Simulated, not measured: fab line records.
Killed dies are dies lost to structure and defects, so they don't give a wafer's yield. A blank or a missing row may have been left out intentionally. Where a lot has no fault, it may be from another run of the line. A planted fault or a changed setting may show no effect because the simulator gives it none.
fab line records    flow n5Finfet    part 1 of 2: steps 1 to 25 of 30
record lots=5  wafers=15  lastDay=18
route steps=1938 shown GATE_CUT@501 MOL_CONTACT_COAG@517
lots that met no fault: taken from a fault-free run of the same line
startH: the number of hours between the record's first day and the start of the first shown wafer of the lot    waitH: hours since the lot's step before    " as in the row above    L1.1+2: a single row standing in for several wafers    - either no value or no given start    * or withheld: withheld    < > ~ a bound
route shown NAME@n: a module of which the file shows steps, and the number in the route of the first    usual: mean/standard deviation taken from wafers without a fault    same: alike in all rows    chamber/n: place in a boat    sites: the reading at each site    _std_site: the standard deviation of these    _edge_site: mean of outer sites minus mean of inner sites    radiusMm: how far each site lies from the wafer's centre    mask NAME#n: copy n    behind: the most recent tool/chamber to have shaped the wafer    hold: reason for holding the lot/hours on hold/outcome of the hold    device: whichever transistor did not switch (one of n, p or np)    end of line: the tests these same wafers got at the end of their route    for a step that has no rows: nothing shown but its recipe    killed: not the wafer's yield, but the dies lost to structure and defects at the first sort    map: shows each die of a wafer: x if killed, . if not, _ if none is there
set.NAME: the run value of the setting; set.NAME@STEP: its run value at that earlier step    model.NAME: the simulator's own value behind a step, which no gauge read
certain route steps with their lots: each step a table, each wafer a row
services: a tool's chamber out of use, with start hour (startH, from the record's first day; less than 0 if before it), hours out, and reason
## steps
# step N5_GATE_CUT_CUT_ETCH_54
# recipe chemistry=Cl2/BCl3  target=TiN  maskMaterial=SiO2  targetDepthA=967  pressureMtorr=10  icpW=1000  biasW=126  Cl2_flow_sccm=53.25  bcl3FlowSccm=21.75  Ar_flow_sccm=25  ends=cleared
# usual drypumpMotorCurrentA=5.4/0.4  etchRfOnTimeS=36.6/0.79  oesProductAu=0.65/0.053  rfFwdPowerW=976/3.4  throttleValvePct=22.39/0.24
lot.wafer  tool         chamber  startH  waitH  drypumpMotorCurrentA  etchRfOnTimeS  oesProductAu  rfFwdPowerW  rfHoursCounterH  throttleValvePct
L080.2     rieMetal-01  1        122.09  0.0    5.5                   37.3           0.74          972          33               22.47
L080.4     "            1        "       "      5.4                   37.0           0.74          973          -                22.48
L080.5     "            1        "       "      5.4                   37.3           0.73          970          -                22.50
L085.1     rieMetal-03  1        153.64  0.0    5.1                   35.6           0.64          986          82               22.13
L085.2     "            0        "       "      5.2                   35.7           0.64          976          79               22.64
L085.3     "            0        "       "      5.2                   35.8           0.64          975          -                22.63
L086.1     rieMetal-01  0        163.35  0.0    6.1                   37.4           0.61          972          89               22.03
L086.3     "            0        "       "      6.1                   37.1           0.61          977          -                22.04
L086.4     "            1        "       "      5.5                   37.0           0.73          974          -                22.50
L088.1     rieMetal-03  0        172.72  0.0    5.3                   35.7           0.64          975          81               22.65
L088.5     "            1        "       "      5.1                   35.1           0.64          980          -                22.15
L088.6     "            0        "       "      5.3                   35.7           0.64          974          -                22.65
L092.2     rieMetal-03  0        191.91  0.0    5.2                   36.1           0.63          974          84               22.64
L092.4     "            1        "       "      5.1                   36.2           0.62          978          -                22.15
L092.6     "            1        "       "      5.1                   35.8           0.63          979          -                22.14
# step N5_GATE_CUT_CUT_ETCH_55
# recipe chemistry=BCl3  target=HfO2  maskMaterial=SiO2  targetDepthA=32  ionEnergyEv=30  pressureMtorr=5  icpW=450  biasW=18  bcl3FlowSccm=80
# usual drypumpMotorCurrentA=5.4/0.4  oesProductAu=0.72/0.06  rfFwdPowerW=439.4/1.6  throttleValvePct=33.26/0.25
lot.wafer  tool         chamber  startH  waitH  drypumpMotorCurrentA  oesProductAu  rfFwdPowerW  rfHoursCounterH  throttleValvePct
L080.2     rieMetal-01  1        122.15  0.0    5.4                   0.82          438.0        33               33.41
L080.4     "            1        "       "      5.4                   0.82          439.6        -                33.42
L080.5     "            1        "       "      5.4                   0.81          439.0        -                33.41
L085.1     rieMetal-03  1        153.70  0.0    5.1                   0.70          441.2        82               32.96
L085.2     "            0        "       "      5.2                   0.70          440.5        79               33.46
L085.3     "            0        "       "      5.2                   0.70          440.2        -                33.46
L086.1     rieMetal-01  0        163.41  0.0    6.1                   0.67          439.2        89               32.94
L086.3     "            0        "       "      6.1                   0.67          440.9        -                32.94
L086.4     "            1        "       "      5.5                   0.81          439.4        -                33.42
L088.1     rieMetal-03  0        172.78  0.0    5.2                   0.69          438.1        81               33.45
L088.5     "            1        "       "      5.1                   0.70          440.8        -                32.94
L088.6     "            0        "       "      5.3                   0.70          438.5        -                33.46
L092.2     rieMetal-03  0        191.97  0.0    5.2                   0.68          438.0        84               33.47
L092.4     "            1        "       "      5.1                   0.69          444.7        -                32.94
L092.6     "            1        "       "      5.1                   0.69          443.1        -                32.97
# step N5_GATE_CUT_ETCH_47
# recipe chemistry=Cl2/BCl3  target=SiO2  targetDepthA=100  pressureMtorr=10  icpW=1000  biasW=126  Cl2_flow_sccm=53.25  bcl3FlowSccm=21.75  Ar_flow_sccm=25
# usual drypumpMotorCurrentA=5.4/0.4  oesProductAu=0.72/0.059  rfFwdPowerW=976.5/2.9  throttleValvePct=22.93/0.24
lot.wafer  tool         chamber  startH  waitH  drypumpMotorCurrentA  oesProductAu  rfFwdPowerW  rfHoursCounterH  throttleValvePct
L080.2     rieMetal-01  1        122.18  0.0    5.5                   0.82          978.7        33               23.03
L080.4     "            1        "       "      5.5                   0.82          974.4        -                23.02
L080.5     "            1        "       "      5.4                   0.82          972.3        -                23.02
L085.1     rieMetal-03  1        153.73  0.0    5.1                   0.71          981.9        82               22.67
L085.2     "            0        "       "      5.2                   0.69          975.4        79               23.19
L085.3     "            0        "       "      5.2                   0.70          975.6        -                23.19
L086.1     rieMetal-01  0        163.44  0.0    6.1                   0.68          974.6        89               22.58
L086.3     "            0        "       "      6.1                   0.68          973.2        -                22.55
L086.4     "            1        "       "      5.4                   0.81          980.1        -                23.02
L088.1     rieMetal-03  0        172.81  0.0    5.2                   0.69          977.3        81               23.18
L088.5     "            1        "       "      5.1                   0.70          979.5        -                22.67
L088.6     "            0        "       "      5.2                   0.69          978.7        -                23.17
L092.2     rieMetal-03  0        192.00  0.0    5.2                   0.69          972.4        84               23.18
L092.4     "            1        "       "      5.1                   0.70          983.8        -                22.68
L092.6     "            1        "       "      5.1                   0.70          978.3        -                22.69
# step N5_GATE_CUT_VAPOR_ETCH_48
# recipe chemistry=BCl3/Cl2  target=TiN  mode=isotropic
# usual drypumpMotorCurrentA=5.4/0.4  oesProductAu=0.72/0.062
lot.wafer  tool         chamber  startH  waitH  drypumpMotorCurrentA  oesProductAu
L080.2     rieMetal-01  1        122.21  0.0    5.4                   0.82
L080.4     "            1        "       "      5.4                   0.82
L080.5     "            1        "       "      5.4                   0.82
L085.1     rieMetal-03  1        153.76  0.0    5.1                   0.69
L085.2     "            0        "       "      5.2                   0.69
L085.3     "            0        "       "      5.2                   0.69
L086.1     rieMetal-01  0        163.47  0.0    6.1                   0.67
L086.3     "            0        "       "      6.1                   0.67
L086.4     "            1        "       "      5.4                   0.81
L088.1     rieMetal-03  0        172.84  0.0    5.2                   0.69
L088.5     "            1        "       "      5.1                   0.70
L088.6     "            0        "       "      5.2                   0.69
L092.2     rieMetal-03  0        192.03  0.0    5.2                   0.69
L092.4     "            1        "       "      5.1                   0.69
L092.6     "            1        "       "      5.1                   0.69
# step N5_GATE_CUT_VAPOR_ETCH_49
# recipe chemistry=BCl3/Cl2  target=TiAlC  mode=isotropic
# usual drypumpMotorCurrentA=5.4/0.4  oesProductAu=0.72/0.063
lot.wafer  tool         chamber  startH  waitH  drypumpMotorCurrentA  oesProductAu
L080.2     rieMetal-01  1        122.24  0.0    5.4                   0.82
L080.4     "            1        "       "      5.4                   0.82
L080.5     "            1        "       "      5.4                   0.82
L085.1     rieMetal-03  1        153.79  0.0    5.1                   0.70
L085.2     "            0        "       "      5.2                   0.70
L085.3     "            0        "       "      5.2                   0.69
L086.1     rieMetal-01  0        163.50  0.0    6.1                   0.66
L086.3     "            0        "       "      6.1                   0.67
L086.4     "            1        "       "      5.4                   0.81
L088.1     rieMetal-03  0        172.87  0.0    5.2                   0.69
L088.5     "            1        "       "      5.1                   0.70
L088.6     "            0        "       "      5.2                   0.70
L092.2     rieMetal-03  0        192.06  0.0    5.2                   0.69
L092.4     "            1        "       "      5.1                   0.69
L092.6     "            1        "       "      5.1                   0.69
# step N5_GATE_CUT_VAPOR_ETCH_51
# recipe chemistry=BCl3/Cl2  target=HfO2  mode=isotropic
# usual drypumpMotorCurrentA=5.4/0.39  oesProductAu=0.72/0.063
lot.wafer  tool         chamber  startH  waitH  drypumpMotorCurrentA  oesProductAu
L080.2     rieMetal-01  1        122.27  0.0    5.5                   0.81
L080.4     "            1        "       "      5.5                   0.81
L080.5     "            1        "       "      5.5                   0.82
L085.1     rieMetal-03  1        153.82  0.0    5.1                   0.69
L085.2     "            0        "       "      5.2                   0.70
L085.3     "            0        "       "      5.2                   0.69
L086.1     rieMetal-01  0        163.53  0.0    6.1                   0.68
L086.3     "            0        "       "      6.2                   0.67
L086.4     "            1        "       "      5.4                   0.81
L088.1     rieMetal-03  0        172.90  0.0    5.3                   0.69
L088.5     "            1        "       "      5.1                   0.70
L088.6     "            0        "       "      5.2                   0.69
L092.2     rieMetal-03  0        192.09  0.0    5.2                   0.68
L092.4     "            1        "       "      5.1                   0.69
L092.6     "            1        "       "      5.1                   0.69
# step N5_GATE_CUT_STRIP_21
# recipe chemistry=N2/H2  timeS=30  powerW=1000  tempC=250  pressureMtorr=withheld  n2FlowSccm=1750  h2FlowSccm=3250
# usual drypumpMotorCurrentA=5.85/0.23  heaterPowerW=334/25
lot.wafer  tool            chamber  startH  waitH  drypumpMotorCurrentA  heaterPowerW  rfHoursCounterH
L080.2     plasmaAsher-02  0        122.32  0.0    6.25                  316           48
L080.4     "               0        "       "      6.26                  321           -
L080.5     "               1        "       "      5.67                  374           -
L085.1     plasmaAsher-02  0        153.87  0.0    6.25                  328           55
L085.2     "               1        "       "      5.68                  374           55
L085.3     "               0        "       "      6.25                  328           -
L086.1     plasmaAsher-01  1        163.58  0.0    5.64                  321           98
L086.3     "               1        "       "      5.65                  311           -
L086.4     "               0        "       "      5.89                  329           -
L088.1     plasmaAsher-01  0        172.95  0.0    5.90                  320           100
L088.5     "               0        "       "      5.86                  321           -
L088.6     "               1        "       "      5.65                  319           -
L092.2     plasmaAsher-01  1        192.16  0.1    5.65                  323           104
L092.4     "               1        "       "      5.65                  310           -
L092.6     "               1        "       "      5.67                  307           -
# step N5_GATE_CUT_STRIP_29
# recipe chemistry=postEtchResidueRemover  timeS=60  tempC=25  removerPh=withheld  removerWaterWtPct=withheld  removerFluorideWtPct=withheld
lot.wafer   tool         chamber  startH  waitH
L080.2+4+5  wetBench-03  4,0,5    122.41  0.1
L085.1+2+3  wetBench-04  5,3,0    153.95  0.1
L086.1+3+4  wetBench-03  7,4,6    163.67  0.1
L088.1+5+6  wetBench-04  4,0,3    173.04  0.1
L092.2+4+6  wetBench-04  4,3,2    192.25  0.1
# step N5_GATE_CUT_SRD_52
# recipe dry=ipaMarangoni  timeS=30  tempC=23  rinseLiquid=diw
lot.wafer   tool         chamber  startH  waitH
L080.2+4+5  wetBench-03  4,0,5    122.43  0.0
L085.1+2+3  wetBench-04  5,3,0    153.97  0.0
L086.1+3+4  wetBench-03  7,4,6    163.69  0.0
L088.1+5+6  wetBench-04  4,0,3    173.06  0.0
L092.2+4+6  wetBench-04  4,3,2    192.27  0.0
# step N5_GATE_CUT_ALD_22
# recipe material=SiNx  targetThkA=160  tempC=400  aldPrecursorFamily=SiH2I2  aldCoReactant=N2/H2-plasma  pulseTimeS=1  aldCycles=320  purgeTimeS=2  coReactantPurgeTimeS=2  pressureTorr=2
# usual chamberPressureTorr=2.000/0.0048  heaterPowerW=866/75  precursorPulseHeightRel=0.997/0.02
lot.wafer  tool       chamber  startH  waitH  chamberPressureTorr  heaterPowerW  precursorPulseHeightRel
L080.2     aldSin-02  3        122.48  0.0    2.001                861           1.005
L080.4     "          0        "       "      1.997                910           1.013
L080.5     "          0        "       "      1.998                906           1.005
L085.1     aldSin-04  3        154.02  0.0    1.993                769           0.981
L085.2     "          0        "       "      1.994                832           0.981
L085.3     "          1        "       "      1.993                740           0.993
L086.1     aldSin-01  3        163.73  0.0    2.003                1019          1.021
L086.3     "          1        "       "      1.997                905           0.993
L086.4     "          2        "       "      1.998                811           1.022
L088.1     aldSin-01  2        173.11  0.0    2.000                816           0.982
L088.5     "          0        "       "      1.996                891           0.996
L088.6     "          3        "       "      2.003                1007          0.968
L092.2     aldSin-01  1        192.32  0.0    2.001                910           1.015
L092.4     "          0        "       "      2.005                873           1.005
L092.6     "          1        "       "      1.999                916           0.988
# step N5_GATE_CUT_CMP_23
# recipe stopOn=SiO2  tOverpolishS=23.4  postCmpClean=alkalineBrush  downForcePsi=2.5  platenRpm=51.8  padVelocityMS=1.0307  targetThkNm=16
# usual motorCurrentA=9.4/0.93  overpolishRunS=23.401/0.0094  platenRpm=51.81/0.04  timeToEndpointS=18.2/2.3
lot.wafer  tool    chamber  startH  waitH  motorCurrentA  overpolishRunS  platenRpm  timeToEndpointS
L080.4     cmp-04  2        123.97  0.8    8.6            23.405          51.86      20.0
L080.2     "       0        "       "      7.7            23.397          51.85      18.1
L080.5     "       2        "       "      9.1            23.389          51.84      21.3
L085.2     cmp-04  3        155.51  0.8    8.6            23.388          51.82      13.4
L085.1     "       0        "       "      7.5            23.390          51.79      14.2
L085.3     "       2        "       "      8.5            23.390          51.77      20.3
L086.4     cmp-03  1        165.22  0.8    8.3            23.416          51.88      18.3
L086.1     "       2        "       "      9.9            23.395          51.76      16.0
L086.3     "       3        "       "      9.0            23.397          51.88      18.7
L088.1     cmp-03  2        174.71  0.9    9.7            23.406          51.74      19.9
L088.6     "       3        "       "      8.5            23.405          51.80      22.6
L088.5     "       0        "       "      10.2           23.395          51.81      22.1
L092.4     cmp-04  1        193.81  0.8    10.8           23.398          51.84      16.3
L092.2     "       0        "       "      7.5            23.386          51.82      13.1
L092.6     "       2        "       "      8.4            23.410          51.80      16.9
# step N5_GATE_CUT_THK_MEAS_24
# recipe reads=SiO2_of_GATE_CUT_HM_DEP_46+SiO2_flowable_of_ILD0_FCVD_FILL_01
# usual GC_FILL_THK=219.3/2.1
lot.wafer  tool          chamber  startH  waitH  GC_FILL_THK[nm]
L080.2     filmMetro-01  -        124.27  -      222.6
L080.4     "             -        "       "      222.5
L080.5     "             -        "       "      223.7
L085.1     filmMetro-01  -        155.81  -      215.6
L085.2     "             -        "       "      218.2
L085.3     "             -        "       "      221.8
L086.1     filmMetro-02  -        165.52  -      215.6
L086.3     "             -        "       "      216.5
L086.4     "             -        "       "      219.9
L088.1     filmMetro-02  -        174.90  -      219.6
L088.5     "             -        "       "      220.3
L088.6     "             -        "       "      220.4
L092.2     filmMetro-02  -        194.10  -      213.8
L092.4     "             -        "       "      215.5
L092.6     "             -        "       "      221.1
# step N5_GATE_CUT_CMP_43
# recipe material=SiO2  postCmpClean=rinseOnly
# usual motorCurrentA=12.3/1.4
lot.wafer  tool    chamber  startH  waitH  motorCurrentA
L080.4     cmp-04  3        124.45  0.2    12.3
L080.2     "       0        "       "      10.0
L080.5     "       2        "       "      11.8
L085.2     cmp-02  3        155.84  0.0    13.6
L085.1     "       1        "       "      12.6
L085.3     "       2        "       "      11.5
L086.1     cmp-04  0        165.55  0.0    10.1
L086.4     "       2        "       "      11.6
L086.3     "       3        "       "      11.8
L088.1     cmp-03  2        174.93  0.0    13.0
L088.5     "       2        "       "      12.5
L088.6     "       3        "       "      11.7
L092.4     cmp-04  0        194.13  0.0    10.4
L092.2     "       3        "       "      12.5
L092.6     "       1        "       "      13.2
# step N5_GATE_CUT_CMP_61
# recipe stopOn=SiNx  tOverpolishS=3  postCmpClean=alkalineBrush  downForcePsi=4  platenRpm=27.09  padVelocityMS=0.539
# usual motorCurrentA=12.3/1.3  platenRpm=27.089/0.019
lot.wafer  tool    chamber  startH  waitH  motorCurrentA  platenRpm
L080.4     cmp-04  3        124.83  0.3    12.3           27.115
L080.2     "       0        "       "      10.3           27.095
L080.5     "       2        "       "      12.0           27.092
L085.2     cmp-02  3        156.32  0.4    14.3           27.077
L085.1     "       1        "       "      12.5           27.129
L085.3     "       2        "       "      12.1           27.106
L086.1     cmp-04  0        166.03  0.4    10.0           27.068
L086.4     "       2        "       "      12.3           27.061
L086.3     "       3        "       "      12.1           27.063
L088.1     cmp-03  2        175.41  0.4    12.3           27.092
L088.5     "       2        "       "      12.6           27.088
L088.6     "       3        "       "      11.5           27.065
L092.4     cmp-04  0        194.61  0.4    9.9            27.072
L092.2     "       3        "       "      11.6           27.055
L092.6     "       1        "       "      13.4           27.095
# step N5_GATE_CUT_INSPECT_26
# recipe inspectInstrument=darkfield  mode=postCmp
# usual rawDefectCount=41/19
lot.wafer  tool              chamber  startH  waitH  rawDefectCount
L080.2     defectInspect-02  -        125.01  0.0    54
L080.4     "                 -        "       "      99
L080.5     "                 -        "       "      53
L085.1     defectInspect-01  -        156.55  0.0    27
L085.2     "                 -        "       "      22
L085.3     "                 -        "       "      25
L086.1     defectInspect-01  -        166.26  0.0    35
L086.3     "                 -        "       "      37
L086.4     "                 -        "       "      56
L088.1     defectInspect-01  -        175.64  0.0    40
L088.5     "                 -        "       "      12
L088.6     "                 -        "       "      97
L092.2     defectInspect-01  -        194.84  0.0    69
L092.4     "                 -        "       "      61
L092.6     "                 -        "       "      24
# step N5_MOL_CONTACT_COAG_COAT_103
# recipe resist=SOC  tempC=250  timeS=60  spinRpm=1500  resistThkNm=80
lot.wafer   tool           chamber  startH  waitH
L080.2+4+5  lithoTrack-05  0        125.04  0.0
L085.1+2+3  lithoTrack-03  0        156.58  0.0
L086.1+3+4  lithoTrack-05  0        166.29  0.0
L088.1+5+6  lithoTrack-03  0        175.67  0.0
L092.2+4+6  lithoTrack-03  0        194.87  0.0
# step N5_MOL_CONTACT_COAG_COAT_104
# recipe resist=SiARC  tempC=220  timeS=60  spinRpm=1500  resistThkNm=12
lot.wafer   tool           chamber  startH  waitH
L080.2+4+5  lithoTrack-05  0        -       -
L085.1+2+3  lithoTrack-03  0        -       -
L086.1+3+4  lithoTrack-05  0        -       -
L088.1+5+6  lithoTrack-03  0        -       -
L092.2+4+6  lithoTrack-03  0        -       -
# step N5_MOL_CONTACT_COAG_COAT_58
# recipe resist=underlayer  tempC=205  timeS=60  spinRpm=1500  resistThkNm=10
lot.wafer   tool           chamber  startH  waitH
L080.2+4+5  lithoTrack-05  0        -       -
L085.1+2+3  lithoTrack-03  0        -       -
L086.1+3+4  lithoTrack-05  0        -       -
L088.1+5+6  lithoTrack-03  0        -       -
L092.2+4+6  lithoTrack-03  0        -       -
# step N5_MOL_CONTACT_COAG_COAT_02
# recipe resist=CAR-EUV  spinRpm=1500  resistThkNm=30
lot.wafer   tool           chamber  startH  waitH
L080.2+4+5  lithoTrack-05  0        -       -
L085.1+2+3  lithoTrack-03  0        -       -
L086.1+3+4  lithoTrack-05  0        -       -
L088.1+5+6  lithoTrack-03  0        -       -
L092.2+4+6  lithoTrack-03  0        -       -
# step N5_MOL_CONTACT_COAG_EBR_04
# recipe solvent=PGMEA  ebrWidthMm=1.5
lot.wafer   tool           chamber  startH  waitH
L080.2+4+5  lithoTrack-05  0        -       -
L085.1+2+3  lithoTrack-03  0        -       -
L086.1+3+4  lithoTrack-05  0        -       -
L088.1+5+6  lithoTrack-03  0        -       -
L092.2+4+6  lithoTrack-03  0        -       -
# step N5_MOL_CONTACT_COAG_SOFTBAKE_03
# recipe tempC=110  timeS=60  resist=CAR-EUV
lot.wafer   tool           chamber  startH  waitH
L080.2+4+5  lithoTrack-05  0        -       -
L085.1+2+3  lithoTrack-03  0        -       -
L086.1+3+4  lithoTrack-05  0        -       -
L088.1+5+6  lithoTrack-03  0        -       -
L092.2+4+6  lithoTrack-03  0        -       -
# step N5_MOL_CONTACT_COAG_EXPOSE_05
# recipe maskId=CA  na=0.33  sourceShape=annular  sigmaInner=0.4  sigmaOuter=0.8  polarization=unpolarized  defocusNm=0  doseMj=38.25
# usual stageMsdNm=0.83/0.042
lot.wafer  tool           chamber  startH  waitH  mask  stageMsdNm
L080.2     euvScanner-02  0        125.18  -      CA#0  0.79
L080.4     "              0        "       "      CA#0  0.79
L080.5     "              0        "       "      CA#0  0.79
L085.1     euvScanner-02  0        156.84  -      CA#0  0.79
L085.2     "              0        "       "      CA#0  0.79
L085.3     "              0        "       "      CA#0  0.79
L086.1     euvScanner-01  0        166.55  -      CA#0  0.87
L086.3     "              0        "       "      CA#0  0.88
L086.4     "              0        "       "      CA#0  0.87
L088.1     euvScanner-01  0        175.93  -      CA#0  0.88
L088.5     "              0        "       "      CA#0  0.87
L088.6     "              0        "       "      CA#0  0.88
L092.2     euvScanner-02  0        195.14  -      CA#0  0.79
L092.4     "              0        "       "      CA#0  0.79
L092.6     "              0        "       "      CA#0  0.79
# step N5_MOL_CONTACT_COAG_PEB_06
# recipe pebTempC=100  pebTimeS=60  resist=CAR-EUV
lot.wafer   tool           chamber  startH  waitH
L080.2+4+5  lithoTrack-04  0        125.24  0.0
L085.1+2+3  lithoTrack-05  0        156.91  0.1
L086.1+3+4  lithoTrack-03  0        166.61  0.1
L088.1+5+6  lithoTrack-05  0        175.99  0.1
L092.2+4+6  lithoTrack-03  0        195.20  0.0
# step N5_MOL_CONTACT_COAG_DEVELOP_07
# recipe developTimeS=30  developer=TMAH  resist=CAR-EUV  rinseLiquid=surfactantRinse  dry=airSpin  devTempC=23
lot.wafer   tool           chamber  startH  waitH
L080.2+4+5  lithoTrack-04  0        -       -
L085.1+2+3  lithoTrack-05  0        -       -
L086.1+3+4  lithoTrack-03  0        -       -
L088.1+5+6  lithoTrack-05  0        -       -
L092.2+4+6  lithoTrack-03  0        -       -
# step N5_MOL_CONTACT_COAG_CD_MEAS_08
# recipe targetCdNm=28  landingEnergyEv=500  detector=seInlens  polarity=opening
# usual cdNm=28.10/0.26
lot.wafer  tool      chamber  startH  waitH  cdNm
L080.2     cdSem-02  0        125.30  -      28.35
L080.4     "         0        "       "      28.00
L080.5     "         0        "       "      28.52
L085.1     cdSem-01  0        156.97  -      28.39
L085.2     "         0        "       "      28.35
L085.3     "         0        "       "      28.24
L086.1     cdSem-01  0        166.68  -      28.36
L086.3     "         0        "       "      27.71
L086.4     "         0        "       "      28.27
L088.1     cdSem-03  0        176.06  -      28.25
L088.5     "         0        "       "      28.64
L088.6     "         0        "       "      28.16
L092.2     cdSem-01  0        195.27  -      27.55
L092.4     "         0        "       "      27.86
L092.6     "         0        "       "      27.94
